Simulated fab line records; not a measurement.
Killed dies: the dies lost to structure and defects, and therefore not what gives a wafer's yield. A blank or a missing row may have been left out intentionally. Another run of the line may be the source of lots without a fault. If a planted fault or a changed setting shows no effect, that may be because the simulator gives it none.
A struck lot beside a sound one -- flow n5 finfet -- 14 steps out of a route of 1938
Sound: these wafers, L304.1, L304.3, L304.5. Struck: wafers L301.1, L301.3, L301.5. The cause is named last.
Each step with rows lists, per side, the tool, then ch with its chambers, then its first start. Under that, the readings that differ: sound wafers -- struck wafers -- difference of the means -- sigmas: that difference in standard deviations of wafers without a fault.
alike: a reading whose means differ by less than 2 such deviations, as well as words and numbers matching on both sides. not compared: withheld readings; readings where some wafer has no value; bounds like >300 that might hide an equal value; numbers whose values overlap and for which the record gives no deviation.
A row with sigmas, a row that says differs or no value, or rows on one side alone: a step with any of these is where the two part. Non-overlapping numbers with no deviation appear without sigmas and do not part them. A reading missing from all wafers of one side parts the sides only when that side holds two or more wafers.

first, 4 steps without rows for these wafers: N5_HKMG_FIN_PRECLEAN_64 (cleans in dHF, time 30 s); N5_HKMG_FIN_WET_ETCH_65 (etches a-Si in TMAH, stops on TiN, time 49 s, target depth 3 nm); N5_HKMG_FIN_WET_ETCH_81 (etches TiN in SC1, stops on HfO2, time 57 s, target depth 6 nm); N5_HKMG_FIN_WET_ETCH_82 (etches La2O3 in dHCl, stops on HfO2, target depth 2 nm, rinse time 30 s).
N5_HKMG_FIN_ALD_36: deposits TiN, target thk 1 nm, pulse time 1 s, purge time 3 s.
  sound on ald metal-01 ch 0,2, day 9 00:35; struck on ald metal-04 ch 1,2,3, day 8 03:39
  alike: heater power w, precursor pulse height rel, susceptor temp C
N5_HKMG_FIN_THK_MEAS_70: measures by xrf.
  sound on film metro-02 at day 9 00:52; struck on film metro-01 at day 8 03:56
  alike: HK_THK
N5_HKMG_FIN_PWFM_ALD_03: deposits TiN, target thk 2 nm, pulse time 1 s, purge time 3 s.
  sound on ald metal-04 ch 0,1,3, day 9 00:54; struck on ald metal-02 ch 0,2,3, day 8 03:58
  alike: heater power w, precursor pulse height rel, susceptor temp C
then, 5 steps without rows for these wafers: N5_HKMG_FIN_COAT_29 (time 60 s, resist thk 300 nm); N5_HKMG_FIN_COAT_30 (time 60 s, resist thk 35 nm); N5_HKMG_FIN_COAT_06 (resist thk 90 nm); N5_HKMG_FIN_EBR_08; N5_HKMG_FIN_SOFTBAKE_07 (time 60 s).
N5_HKMG_FIN_EXPOSE_09: exposes mask NWFM.
  sound on arfi scanner-01 ch 0, day 9 01:37; struck on arfi scanner-03, day 8 04:41
  no value came back on the struck wafers for exposure dose mJ cm2, focus offset nm (nm); on the sound wafers exposure dose mJ cm2 reads 39.21 39.27 39.23
  alike: mask
then, 1 step without rows for these wafers: N5_HKMG_FIN_PEB_10 (peb time 60 s).

## WHERE THEY PART
N5_HKMG_FIN_EXPOSE_09 only, going by this record.

WHY: the cause the simulator had injected
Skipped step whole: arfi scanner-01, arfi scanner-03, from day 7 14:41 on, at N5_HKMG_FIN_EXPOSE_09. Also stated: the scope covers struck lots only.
